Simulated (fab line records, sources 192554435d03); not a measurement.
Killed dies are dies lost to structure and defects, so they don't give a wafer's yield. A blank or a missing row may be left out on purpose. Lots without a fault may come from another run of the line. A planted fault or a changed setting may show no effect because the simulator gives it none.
fab line records | flow n5_finfet
record lots=6 wafers=18 last_day=20
route steps=1938 shown SD_ACTIVATION@331 ILD0@335 BEOL_M4@1111 PASSIVATION@1936
lots that met no fault: from a run of the same line without faults
start_h: hours from the record's first day to the start of the lot's first wafer shown | wait_h: hours since the lot's step before | " the same as in the row above | L1.1+2: a row that stands for several wafers | - no value, or no start given | * or withheld: withheld | < > ~ a bound
route shown NAME@n: a module of which the file shows steps, and the number in the route of the first | usual: mean/standard deviation of fault-free wafers | same: alike in all rows | chamber/n: place in a boat | sites: the reading at each site | _std_site: their standard deviation | _edge_site: outer sites' mean less inner sites' | radius_mm: how far each site lies from the wafer's centre | mask NAME#n: copy n | behind: the tool/chamber that last shaped the wafer | hold: why the lot was held/for how many hours/how that ended | device: the transistor (n, p or np) that didn't switch | end of line: the same wafers' tests at the end of the route | a step without rows: its recipe alone | killed: dies lost to structure and defects at the first sort, not the wafer's yield | map: a wafer's dies, x killed, . not, _ none there
set.NAME: the setting as run; set.NAME@STEP: as run at that earlier step | model.NAME: the simulator's own value behind a step, which no gauge read
lots at some steps of the route; a table a step, a row a wafer
services: from which hour (start_h, from the record's first day; less than 0 if before it) a tool's chamber was out of use, for how many hours, and why
## steps
# step N5_SD_ACTIVATION_LSA_01
# recipe temp_c=1080 time_s=0.0008 ambient=N2
# usual wafer_temp_C_max=1084.9/0.76
# columns lot.wafer tool chamber start_h wait_h wafer_temp_C_max
L511.2 laser_anneal-01 0 120.18 0.2 1085.0
L511.3 " 0 " " 1085.1
L511.6 " 0 " " 1085.2
L513.1 laser_anneal-01 0 130.38 0.2 1085.8
L513.5 " 0 " " 1085.2
L513.6 " 0 " " 1083.1
L515.1 laser_anneal-01 0 139.36 0.2 1085.4
L515.3 " 0 " " 1084.8
L515.4 " 0 " " 1084.5
L516.3 laser_anneal-02 0 146.79 0.2 1085.0
L516.5 " 0 " " 1086.2
L516.6 " 0 " " 1086.5
L518.1 laser_anneal-02 0 160.29 0.2 1085.5
L518.2 " 0 " " 1084.1
L518.6 " 0 " " 1085.0
L523.3 laser_anneal-01 0 189.63 0.2 1084.2
L523.4 " 0 " " 1085.1
L523.6 " 0 " " 1084.4
# step N5_SD_ACTIVATION_RS_MEAS_03
# recipe thk_meas_gauge=four-point-probe
# usual RS_SD_N=21.89/0.27 RS_SD_P=56.1/0.87
# columns lot.wafer tool chamber start_h wait_h RS_SD_N[ohm/sq] RS_SD_P[ohm/sq]
L511.2 film_metro-02 - 120.38 0.2 21.98 55.7
L511.3 " - " " 21.88 54.8
L511.6 " - " " 21.95 54.8
L513.1 film_metro-01 - 130.60 0.2 22.02 55.2
L513.5 " - " " 21.82 55.5
L513.6 " - " " 22.10 55.7
L515.1 film_metro-01 - 139.56 0.2 22.11 55.6
L515.3 " - " " 22.09 54.9
L515.4 " - " " 22.23 55.8
L516.3 film_metro-01 - 146.97 0.2 21.66 57.7
L516.5 " - " " 21.45 56.6
L516.6 " - " " 21.75 56.7
L518.1 film_metro-02 - 160.49 0.2 21.87 55.4
L518.2 " - " " 21.85 55.8
L518.6 " - " " 21.97 54.2
L523.3 film_metro-01 - 189.81 0.2 21.55 56.9
L523.4 " - " " 21.42 55.8
L523.6 " - " " 21.48 56.5
# step N5_SD_ACTIVATION_INSPECT_02
# recipe inspect_instrument=darkfield mode=post_anneal
# usual raw_defect_count=175/38
# columns lot.wafer tool chamber start_h wait_h raw_defect_count
L511.2 defect_inspect-02 - 120.69 0.2 149
L511.3 " - " " 132
L511.6 " - " " 148
L513.1 defect_inspect-02 - 130.92 0.2 151
L513.5 " - " " 162
L513.6 " - " " 190
L515.1 defect_inspect-01 - 139.88 0.2 161
L515.3 " - " " 183
L515.4 " - " " 315
L516.3 defect_inspect-02 - 147.25 0.1 178
L516.5 " - " " 144
L516.6 " - " " 219
L518.1 defect_inspect-02 - 160.81 0.2 172
L518.2 " - " " 136
L518.6 " - " " 188
L523.3 defect_inspect-01 - 190.09 0.1 192
L523.4 " - " " 132
L523.6 " - " " 154
# step N5_ILD0_LINER_00
# recipe material=SiNx target_thk_a=40 temp_c=400 ald_precursor_family=SiH2I2 ald_co_reactant=N2/H2-plasma pulse_time_s=1 purge_time_s=2 co_reactant_purge_time_s=2 ald_cycles=80 pressure_torr=2
# usual chamber_pressure_Torr=2.000/0.0043 heater_power_w=885/63 precursor_pulse_height_rel=0.999/0.021
# columns lot.wafer tool chamber start_h wait_h chamber_pressure_Torr heater_power_w precursor_pulse_height_rel
L511.2 ald_sin-03 3 120.72 0.0 2.006 932 1.026
L511.3 " 2 " " 1.997 810 1.017
L511.6 " 3 " " 2.010 973 1.002
L513.1 ald_sin-01 1 131.27 0.3 1.999 890 0.987
L513.5 " 2 " " 1.990 877 0.996
L513.6 " 3 " " 2.002 893 0.996
L515.1 ald_sin-03 3 140.86 1.0 2.000 934 1.002
L515.3 " 1 " " 1.994 901 1.018
L515.4 " 2 " " 1.999 822 0.969
L516.3 ald_sin-03 0 147.38 0.1 2.007 967 0.980
L516.5 " 0 " " 2.008 979 1.008
L516.6 " 3 " " 1.994 946 0.981
L518.1 ald_sin-03 1 160.85 0.0 1.994 885 1.014
L518.2 " 3 " " 1.999 927 0.992
L518.6 " 1 " " 2.002 880 0.984
L523.3 ald_sin-01 2 190.13 0.0 2.006 886 0.976
L523.4 " 3 " " 2.002 931 1.045
L523.6 " 1 " " 2.003 901 0.986
# step N5_ILD0_FCVD_FILL_01
# recipe material=SiO2_flowable target_thk_a=2000 temp_c=100 pressure_torr=0.8 rf_w=2000 time_s=328.3
# step N5_ILD0_CURE_02
# recipe temp_c=450 time_s=1800 ambient=steam idle_temp_c=400 ramp_up_c_per_min=5 ramp_down_c_per_min=3 densification_p_h2o_torr=640
# step N5_ILD0_CMP_03
# recipe stop_on=SiNx t_overpolish_s=1.9 post_cmp_clean=alkaline_brush down_force_psi=4.1491 platen_rpm=51.796 pad_velocity_m_s=1.0306 target_thk_nm=197.38
# usual motor_current_A=12.6/1 overpolish_run_s=1.900/0.0084 time_to_endpoint_s=72/3.4
# columns lot.wafer tool chamber start_h wait_h motor_current_A overpolish_run_s time_to_endpoint_s
L511.3 cmp-02 2 123.52 0.1 12.9 1.905 68
L511.2 " 3 " " 13.8 1.895 71
L511.6 " 0 " " 11.9 1.892 74
L513.1 cmp-02 3 133.63 0.0 13.5 1.902 73
L513.6 " 3 " " 14.1 1.920 75
L513.5 " 0 " " 12.0 1.892 77
L515.3 cmp-03 3 143.26 0.1 12.2 1.901 75
L515.1 " 0 " " 13.2 1.908 73
L515.4 " 1 " " 13.4 1.905 74
L516.3 cmp-01 2 149.82 0.1 12.2 1.903 68
L516.5 " 0 " " 14.4 1.900 75
L516.6 " 1 " " 11.1 1.911 70
L518.2 cmp-03 3 163.29 0.1 11.2 1.896 72
L518.1 " 0 " " 13.5 1.899 73
L518.6 " 2 " " 14.0 1.903 74
L523.3 cmp-02 1 193.10 0.1 13.2 1.904 68
L523.4 " 2 " " 12.8 1.908 68
L523.6 " 0 " " 12.5 1.898 73
# step N5_ILD0_THK_MEAS_04
# usual thk_nm=197.6/0.97
# columns lot.wafer tool chamber start_h wait_h thk_nm
L511.2 film_metro-01 - 123.74 - 196.7
L511.3 " - " " 197.9
L511.6 " - " " 198.0
L513.1 film_metro-01 - 133.93 - 197.4
L513.5 " - " " 198.7
L513.6 " - " " 197.0
L515.1 film_metro-02 - 143.52 - 197.2
L515.3 " - " " 196.2
L515.4 " - " " 197.8
L516.3 film_metro-02 - 150.04 - 196.1
L516.5 " - " " 198.6
L516.6 " - " " 197.0
L518.1 film_metro-02 - 163.51 - 198.3
L518.2 " - " " 197.6
L518.6 " - " " 198.8
L523.3 film_metro-02 - 193.36 - 198.0
L523.4 " - " " 196.9
L523.6 " - " " 198.9
# step N5_ILD0_CMP_07
# recipe stop_on=poly-Si material=SiO2_flowable t_overpolish_s=1.18 post_cmp_clean=alkaline_brush down_force_psi=4.1491 platen_rpm=51.796 pad_velocity_m_s=1.0306 target_thk_nm=138.88
# usual motor_current_A=12.8/1
# columns lot.wafer tool chamber start_h wait_h motor_current_A
L511.2 cmp-03 0 123.77 0.0 13.1
L511.3 " 1 " " 12.5
L511.6 " 1 " " 12.8
L513.1 cmp-03 0 133.99 0.1 13.4
L513.6 " 3 " " 12.1
L513.5 " 0 " " 13.2
L515.4 cmp-01 3 143.55 0.0 11.5
L515.1 " 0 " " 14.0
L515.3 " 2 " " 11.5
L516.3 cmp-02 1 150.07 0.0 12.5
L516.5 " 1 " " 12.3
L516.6 " 2 " " 12.5
L518.1 cmp-02 3 163.57 0.1 14.0
L518.2 " 0 " " 11.8
L518.6 " 3 " " 13.8
L523.4 cmp-02 2 193.42 0.1 11.7
L523.3 " 0 " " 12.7
L523.6 " 1 " " 12.4
# step N5_ILD0_THK_MEAS_08
# usual thk_nm=138.8/1.1
# columns lot.wafer tool chamber start_h wait_h thk_nm
L511.2 film_metro-02 - 124.07 - 139.7
L511.3 " - " " 140.8
L511.6 " - " " 140.7
L513.1 film_metro-01 - 134.25 - 138.9
L513.5 " - " " 138.3
L513.6 " - " " 138.4
L515.1 film_metro-02 - 143.85 - 138.9
L515.3 " - " " 136.1
L515.4 " - " " 137.8
L516.3 film_metro-02 - 150.37 - 139.4
L516.5 " - " " 139.7
L516.6 " - " " 138.3
L518.1 film_metro-01 - 163.83 - 137.9
L518.2 " - " " 138.4
L518.6 " - " " 138.3
L523.3 film_metro-02 - 193.68 - 140.6
L523.4 " - " " 138.8
L523.6 " - " " 139.7
# step N5_ILD0_PRECLEAN_10
# recipe chemistry=NF3:NH3 afs_cycles=5 time_s=20 temp_c=30 sublimation_temp_c=180 sublimation_time_s=60 pressure_torr=3 rf_power_w=30
# step N5_ILD0_ALD_15
# recipe material=SiNx target_thk_a=240 temp_c=400 ald_precursor_family=SiH2I2 ald_co_reactant=N2/H2-plasma pulse_time_s=1 ald_cycles=480 purge_time_s=2 co_reactant_purge_time_s=2 pressure_torr=2
# usual ald_cycles=480/0 chamber_pressure_Torr=2.000/0.0042 heater_power_w=869/62 precursor_pulse_height_rel=1.002/0.02
# columns lot.wafer tool chamber start_h wait_h ald_cycles chamber_pressure_Torr heater_power_w precursor_pulse_height_rel model.SiNx_of_ILD0_ALD_15.thk_nm
L511.2 ald_sin-04 2 124.78 0.5 480 1.998 890 0.975 24
L511.3 " 0 " " 480 1.995 849 1.001 24
L511.6 " 2 125.87 1.1 480 2.002 888 0.993 23.8
L513.1 ald_sin-01 0 134.97 0.6 480 2.001 739 0.959 24.2
L513.5 " 0 136.05 1.2 480 2.001 747 1.027 24.2
L513.6 " 1 " " 480 1.998 910 1.013 24
L515.1 ald_sin-01 0 144.56 0.6 426 2.000 734 0.993 21.4
L515.3 " 1 " " 480 1.999 915 0.999 24
L515.4 " 2 " " 480 1.999 866 0.985 24
L516.3 ald_sin-03 2 151.34 0.6 480 1.992 830 0.991 23.8
L516.5 " 3 152.42 1.5 480 1.998 946 1.038 24
L516.6 " 2 " " 480 1.997 809 0.983 24
L518.1 ald_sin-01 1 164.55 0.6 426 1.999 921 0.969 21
L518.2 " 2 " " 480 2.000 865 1.020 23.8
L518.6 " 3 165.63 1.1 426 1.993 897 0.992 21.2
L523.3 ald_sin-04 2 194.57 0.5 480 2.000 888 1.017 24
L523.4 " 1 " " 480 1.998 968 1.001 24
L523.6 " 2 195.66 1.3 480 2.001 896 0.998 24
# step N5_ILD0_CMP_12
# recipe stop_on=poly-Si material=SiNx t_overpolish_s=6 post_cmp_clean=alkaline_brush down_force_psi=2.5 platen_rpm=51.8 pad_velocity_m_s=1.0307 target_thk_nm=17.67
# usual motor_current_A=9.3/0.84
# columns lot.wafer tool chamber start_h wait_h motor_current_A
L511.3 cmp-01 1 126.98 1.1 7.6
L511.2 " 0 " " 10.3
L511.6 " 2 " " 8.6
L513.1 cmp-02 2 137.24 1.2 8.6
L513.6 " 0 " " 9.3
L513.5 " 1 " " 9.4
L515.3 cmp-03 0 146.80 1.2 9.6
L515.4 " 1 " " 9.7
L515.1 " 2 " " 10.2
L516.3 cmp-01 0 153.61 1.2 10.2
L516.5 " 2 " " 9.1
L516.6 " 3 " " 8.4
L518.2 cmp-03 0 166.88 1.2 9.3
L518.1 " 1 " " 9.7
L518.6 " 0 " " 9.6
L523.3 cmp-01 3 196.77 1.1 8.9
L523.4 " 1 " " 7.7
L523.6 " 0 " " 10.7
# step N5_BEOL_M4_RC_MEAS_101
# usual DIBL_N=36.1/2.3 DIBL_P=36/3.2 IOFF_N=0.16/0.045 IOFF_P=0.21/0.049 ION_N=674/14 ION_P=462/8.4 SS_N=71.6/0.83 SS_P=73.2/0.87 VT_N=249/3.8 VT_P=-250/3.4
# columns lot.wafer tool chamber start_h wait_h DIBL_N[mV/V] DIBL_P[mV/V] IOFF_N[nA/um] IOFF_P[nA/um] ION_N[uA/um] ION_P[uA/um] SS_N[mV/dec] SS_P[mV/dec] VT_N[mV] VT_P[mV]
L513.1 prober-02 0 297.13 0.0 32.9 32 0.10 0.15 648 454 70.0 72.0 254 -256
L513.5 " 0 " " 35.3 35 0.13 0.18 676 466 71.2 72.4 253 -250
L513.6 " 0 " " 38.4 37 0.19 0.23 682 469 71.9 73.2 249 -250
L511.2 prober-01 0 304.00 0.2 33.9 34 0.14 0.21 671 462 71.7 73.2 249 -247
L511.3 " 0 " " 34.1 35 0.17 0.24 689 477 71.3 72.8 244 -246
L511.6 " 0 " " 34.3 34 0.15 0.22 670 463 71.4 72.3 250 -248
L516.3 prober-01 0 345.01 0.3 38.0 39 0.21 0.23 681 458 72.3 73.6 245 -250
L516.5 " 0 " " 40.4 42 0.27 0.27 700 467 72.8 74.4 240 -249
L516.6 " 0 " " 35.0 35 0.14 0.18 661 450 70.6 72.9 251 -252
L515.1 prober-02 0 347.66 0.0 37.6 39 0.17 0.29 661 465 71.7 74.3 250 -246
L515.3 " 0 " " 35.5 33 0.13 0.18 664 458 71.2 72.5 253 -253
L515.4 " 0 " " 34.3 30 0.10 0.13 633 437 71.1 72.3 259 -259
L518.1 prober-01 0 354.89 0.0 36.6 38 0.16 0.21 665 455 72.2 73.6 249 -253
L518.2 " 0 " " 37.1 39 0.17 0.21 666 450 72.2 74.7 248 -253
L518.6 " 0 " " 36.1 38 0.17 0.19 683 466 72.7 73.5 247 -255
L523.3 prober-02 0 364.75 0.3 36.8 34 0.16 0.18 681 461 70.7 73.5 247 -251
L523.4 " 0 " " 34.9 32 0.13 0.17 685 471 70.6 71.9 248 -253
L523.6 " 0 " " 39.1 36 0.19 0.20 686 461 71.7 73.6 248 -251
# step N5_PASSIVATION_PROBE_49
# usual defect_limited_yield=90.9/1.6 killed_at_M0_to_M3=37/11 killed_at_M4_up=15/5.6 killed_at_contacts=13/6.4 killed_at_front_end=39/11 killed_at_other=4/3.1 killed_dies=107/19 killed_open=71/14 killed_short=34/7.8 sort_bin_5_function=5.3/1 sort_bin_6_memory=3.4/0.72 sort_bin_8_speed=0.0/0.42 sort_n_pass=1072/20 sort_yield_pct=90.9/1.7
# same gross_dies=1180 killed_at_back_side=0 sort_bin_4_leakage[%]=0
# columns lot.wafer tool chamber start_h wait_h defect_limited_yield[%] killed_at_M0_to_M3 killed_at_M4_up killed_at_contacts killed_at_front_end killed_at_other killed_dies killed_open killed_short sort_bin_5_function[%] sort_bin_6_memory[%] sort_bin_8_speed[%] sort_n_pass sort_yield_pct[%]
L513.1 prober-02 - 429.14 0.0 91.2 39 10 10 43 2 104 76 23 4.9 3.8 0 1076 91.2
L513.5 prober-02 - 429.34 0.2 90.7 32 19 19 33 7 110 64 45 6.1 3.1 0 1070 90.7
L513.6 prober-02 - 429.39 0.3 92.9 32 6 18 24 4 84 52 29 3.7 3.3 0 1096 92.9
L511.2 prober-01 - 435.58 0.1 87.7 45 15 16 61 8 145 91 54 6.0 5.8 0 1035 87.7
L511.3 prober-01 - 435.63 0.1 90.1 50 12 11 35 9 117 74 38 5.8 3.6 0 1063 90.1
L511.6 prober-01 - 435.78 0.3 89.4 58 13 4 48 2 125 89 33 6.1 3.8 0 1055 89.4
L518.1 prober-01 - 473.83 0.0 91.5 34 8 20 36 2 100 65 34 5.0 3.1 0 1080 91.5
L518.2 prober-01 - 473.88 0.1 91.1 30 14 6 47 8 105 61 38 5.2 3.4 0 1075 91.1
L518.6 prober-01 - 474.08 0.3 91.0 24 23 12 39 8 106 77 25 5.1 3.6 0 1074 91.0
L523.3 prober-02 - 479.14 0.1 92.1 47 9 20 17 0 93 66 24 4.9 2.8 0 1087 92.1
L523.4 prober-02 - 479.19 0.2 91.9 55 9 5 25 2 96 62 32 4.6 3.2 0 1084 91.9
L523.6 prober-02 - 479.29 0.3 90.7 58 9 17 22 4 110 75 34 5.6 3.3 0 1070 90.7
# killed by level:class
L513.1 FIN_SAQP:geometric_particle:open=18 STI_FIN_REVEAL:geometric_particle:open=8 MOL_CONTACT_COAG:geometric_particle:open=8 BEOL_M3:geometric_particle:open=8 BEOL_M4:geometric_particle:open=6 BEOL_M0_SAQP:geometric_particle:short=6 BEOL_M2:geometric_particle:open=5 FIN_SAQP:geometric_particle:short=4
L513.5 MOL_CONTACT_COAG:geometric_particle:open=16 BEOL_M4:geometric_particle:open=12 FIN_SAQP:geometric_particle:short=9 BEOL_M3:geometric_particle:open=8 FIN_SAQP:geometric_particle:open=5 BEOL_M0_SAQP:geometric_particle:open=5 STARTING-WAFER:geometric_particle:short=5 STARTING-WAFER:geometric_particle:open=4
L513.6 MOL_CONTACT_COAG:geometric_particle:open=14 FIN_SAQP:geometric_particle:short=9 BEOL_M1:geometric_particle:open=9 FIN_SAQP:geometric_particle:open=7 BEOL_M3:geometric_particle:open=5 BEOL_M1:geometric_particle:short=4 MOL_CONTACT_COAG:geometric_particle:short=3 BEOL_M0_SAQP:geometric_particle:short=3
L511.2 STI_FIN_REVEAL:geometric_particle:open=20 FIN_SAQP:geometric_particle:short=17 MOL_CONTACT_COAG:geometric_particle:open=13 FIN_SAQP:geometric_particle:open=8 BEOL_M3:geometric_particle:open=8 BEOL_M0_SAQP:geometric_particle:short=7 BEOL_M0_SAQP:geometric_particle:open=6 BEOL_M2:geometric_particle:open=6
L511.3 BEOL_M2:geometric_particle:open=15 FIN_SAQP:geometric_particle:short=10 MOL_CONTACT_COAG:geometric_particle:open=9 BEOL_M0_SAQP:geometric_particle:open=9 BEOL_M3:geometric_particle:open=7 FIN_SAQP:geometric_particle:open=6 BEOL_M0_SAQP:geometric_particle:short=6 STI_FIN_REVEAL:geometric_particle:open=5
L511.6 STI_FIN_REVEAL:geometric_particle:open=16 BEOL_M3:geometric_particle:open=14 BEOL_M1:geometric_particle:open=13 BEOL_M2:geometric_particle:open=12 BEOL_M0_SAQP:geometric_particle:short=10 FIN_SAQP:geometric_particle:short=8 DUMMY_GATE:geometric_particle:open=6 BEOL_M4:geometric_particle:open=5
L518.1 MOL_CONTACT_COAG:geometric_particle:open=14 FIN_SAQP:geometric_particle:open=11 BEOL_M0_SAQP:geometric_particle:short=9 STI_FIN_REVEAL:geometric_particle:open=7 BEOL_M0_SAQP:geometric_particle:open=7 BEOL_M2:geometric_particle:open=7 MOL_CONTACT_COAG:geometric_particle:short=6 STI_FIN_REVEAL:geometric_particle:short=4
L518.2 BEOL_M3:geometric_particle:open=8 FIN_SAQP:geometric_particle:short=7 FIN_SAQP:geometric_particle:open=6 ILD0:geometric_particle:open=5 DUMMY_GATE:geometric_particle:short=4 DUMMY_GATE:geometric_particle:open=4 BEOL_M0_SAQP:geometric_particle:open=4 BEOL_M0:geometric_particle:open=4
L518.6 MOL_CONTACT_COAG:geometric_particle:open=12 BEOL_M4:geometric_particle:open=11 STI_FIN_REVEAL:geometric_particle:open=10 FIN_SAQP:geometric_particle:open=9 GATE_CUT:geometric_particle:short=8 BEOL_M0_SAQP:geometric_particle:open=8 BEOL_M3:geometric_particle:open=6 BEOL_M5:geometric_particle:open=4
L523.3 BEOL_M2:geometric_particle:open=18 MOL_CONTACT_COAG:geometric_particle:open=17 BEOL_M0_SAQP:geometric_particle:short=8 STI_FIN_REVEAL:geometric_particle:open=5 BEOL_M0:geometric_particle:open=5 BEOL_M0_SAQP:geometric_particle:open=4 BEOL_M1:geometric_particle:open=4 GATE_CUT:geometric_particle:short=3
L523.4 BEOL_M3:geometric_particle:open=17 BEOL_M0_SAQP:geometric_particle:open=10 BEOL_M0_SAQP:geometric_particle:short=9 BEOL_M2:geometric_particle:open=6 STI_FIN_REVEAL:geometric_particle:open=5 BEOL_M0:geometric_particle:open=5 BEOL_M4:geometric_particle:open=5 ILD0:geometric_particle:short=4
L523.6 MOL_CONTACT_COAG:geometric_particle:open=16 BEOL_M0_SAQP:geometric_particle:open=16 BEOL_M0_SAQP:geometric_particle:short=14 BEOL_M2:geometric_particle:open=10 BEOL_M1:geometric_particle:open=8 BEOL_M3:geometric_particle:open=5 STI_FIN_REVEAL:geometric_particle:open=4 ILD0:geometric_particle:open=4
## services
# columns tool chamber start_h hours kind
ald_sin-03 0 102.01 11.3 repair
cmp-01 - 102.15 0.5 repair
ald_sin-04 3 122.15 16.0 repair
laser_anneal-01 - 148.32 2.6 pm
cmp-01 - 155.52 4.0 repair
laser_anneal-02 - 155.86 1.8 repair
ald_sin-03 0 159.56 17.0 repair
cmp-02 - 168.43 4.0 pm
ald_sin-04 0 172.52 3.1 repair
ald_sin-03 - 178.22 14.0 pm
ald_sin-03 0 178.22 14.0 vent_cycle
ald_sin-03 1 178.22 14.0 vent_cycle
ald_sin-03 2 178.22 14.0 vent_cycle
ald_sin-03 3 178.22 14.0 vent_cycle
cmp-03 - 183.47 7.5 pm
ald_sin-03 0 192.22 - clean
ald_sin-03 1 192.22 - clean
ald_sin-03 2 192.22 - clean
ald_sin-03 3 192.22 - clean
## key
first_sign step=N5_ILD0_ALD_15 reading=ald_cycles direction=down sigmas=99+ usual=* struck=*
effect none on later readings
model_effect step=N5_ILD0_ALD_15 value=SiNx_of_ILD0_ALD_15.thk_nm without=23.93 struck=21.2
met_at N5_ILD0_ALD_15
struck_wafers L515.1,L518.1,L518.6
onset_between 134.97 144.56
fault kind=process_parameter_drift tool=ald_sin-01 chamber=- onset_h=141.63 steps=N5_ILD0_ALD_15 channel=ald_cycles offset=* shape=step end_h=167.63 scope=struck_wafers_only acts_in=* stated=*
